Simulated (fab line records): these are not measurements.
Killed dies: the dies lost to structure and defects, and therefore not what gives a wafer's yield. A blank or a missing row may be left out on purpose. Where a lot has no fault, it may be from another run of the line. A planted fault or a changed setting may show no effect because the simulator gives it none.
A lot that was struck, set against a sound lot	flow n5-finfet	17 steps out of a route of 1938
Sound: wafers L668.1, L668.2, L668.3. Struck: wafer L676.2 (left out: L676.1, a lot-mate that was not struck); the cause follows at the end.
At each step with rows: each side's tool, then ch and its chambers, then its first start. Under that, the readings that differ: sound wafers	struck wafers	difference of the means	sigmas: that difference in standard deviations of wafers without a fault.
alike: readings with means less than 2 such deviations apart, plus words and numbers identical on both sides. not compared: withheld readings, readings lacking a value on some wafer, bounds such as >300 that could conceal the same value, and numbers that have no deviation in the record and whose values overlap.
Wherever a step has rows on one side only, a row that says differs or no value, or a row with sigmas, the two part there. When numbers do not overlap yet have no deviation, they are printed without sigmas and do not part them. A reading missing from all wafers of one side parts the sides only when that side holds two or more wafers.

first, 4 steps without rows for these wafers: N5_BEOL_M8_HM_STRIP_39 (strips TiN in peroxide tin strip, target depth 25 nm, time 158 s); N5_BEOL_M8_SRD_40 (time 30 s); N5_BEOL_M8_PRECLEAN_42 (cleans in residue remover, time 60 s); N5_BEOL_M8_SRD_43 (time 30 s).
N5_BEOL_M8_CD_MEAS_35: target cd 40 nm.
  sound on cd-sem-01 at day 11 16:24; struck on cd-sem-01 at day 13 23:00
  alike: cd-nm
then, 1 step without rows for these wafers: N5_BEOL_M8_CURE_75 (cures SiCOH lowk, time 120 s).
N5_BEOL_M8_DEGAS_44: time 60 s.
  sound on pvd-sputter-03 at day 11 16:50; struck on pvd-sputter-02 at day 13 23:56
reading	sound	struck	difference	sigmas
heater-power-w (W)	290 342 331	370	+49	+2
then, 1 step without rows for these wafers: N5_BEOL_M8_PRE_CLEAN_45 (time 30 s).
N5_BEOL_M8_ALD_77: deposits TaN, target thk 2 nm, pulse time 2 s, purge time 3 s.
  sound on ald-metal-01 ch 0,2,3, day 11 16:56; struck on ald-metal-04 ch 1, day 14 00:03
  alike: heater-power-w
N5_BEOL_M8_SURFACE_TREAT_79:
  sound on pvd-sputter-02 at day 11 17:17; struck on pvd-sputter-03 at day 14 00:20
  not compared: throttle-valve-pct
then, 1 step without rows for these wafers: N5_BEOL_M8_CVD_78 (deposits Co from CCTBA/H2, target thk 2 nm, time 142.3 s).
N5_BEOL_M8_SPUTTER_48: material Cu, target thk 10 nm, time 1.667 s.
  sound on pvd-sputter-03 at day 11 17:39; struck on pvd-sputter-02 at day 14 00:48
  alike: throttle-valve-pct
N5_BEOL_M8_ECD_50: material Cu, target thk 300 nm.
  sound on ecd-cu-02 ch 0,1, day 11 17:46; struck on ecd-cu-02 ch 0, day 14 00:55
reading	sound	struck	difference	sigmas
model.Cu_of_BEOL_M8_ECD_50.thk-nm (nm)	300 303 303.2	187.6	-114.5	
N5_BEOL_M8_ANNEAL_51: time 90 s.
  sound on rtp-anneal-02 ch 0, day 11 17:58; struck on rtp-anneal-02 ch 0, day 14 01:10
  alike: anneal-temp-c-max, wafer_temp_C_max
N5_BEOL_M8_CMP_52: polishes, stops on SiCOH lowk, t overpolish 6.9 s, target thk 80 nm.
  sound on cmp-01 ch 0,1,2, day 11 18:16; struck on cmp-04 ch 0, day 14 01:29
reading	sound	struck	difference	sigmas
time-to-endpoint-s (s)	58 66 61	39	-23	-6
  alike: motor-current-A
N5_BEOL_M8_THK_MEAS_53: measures by xrf.
  sound on film-metro-01 at day 11 18:33; struck on film-metro-02 at day 14 01:45
reading	sound	struck	difference	sigmas
M8_THK (nm)	79.8 84.1 79.9	74.9	-6.4	-3
after that, 1 step had no rows for these wafers: N5_PASSIVATION_PROBE_49.

== WHERE THEY PART ==
First at N5_BEOL_M8_DEGAS_44; last, within this record, at N5_BEOL_M8_THK_MEAS_53.

WHY: what the simulator had put in
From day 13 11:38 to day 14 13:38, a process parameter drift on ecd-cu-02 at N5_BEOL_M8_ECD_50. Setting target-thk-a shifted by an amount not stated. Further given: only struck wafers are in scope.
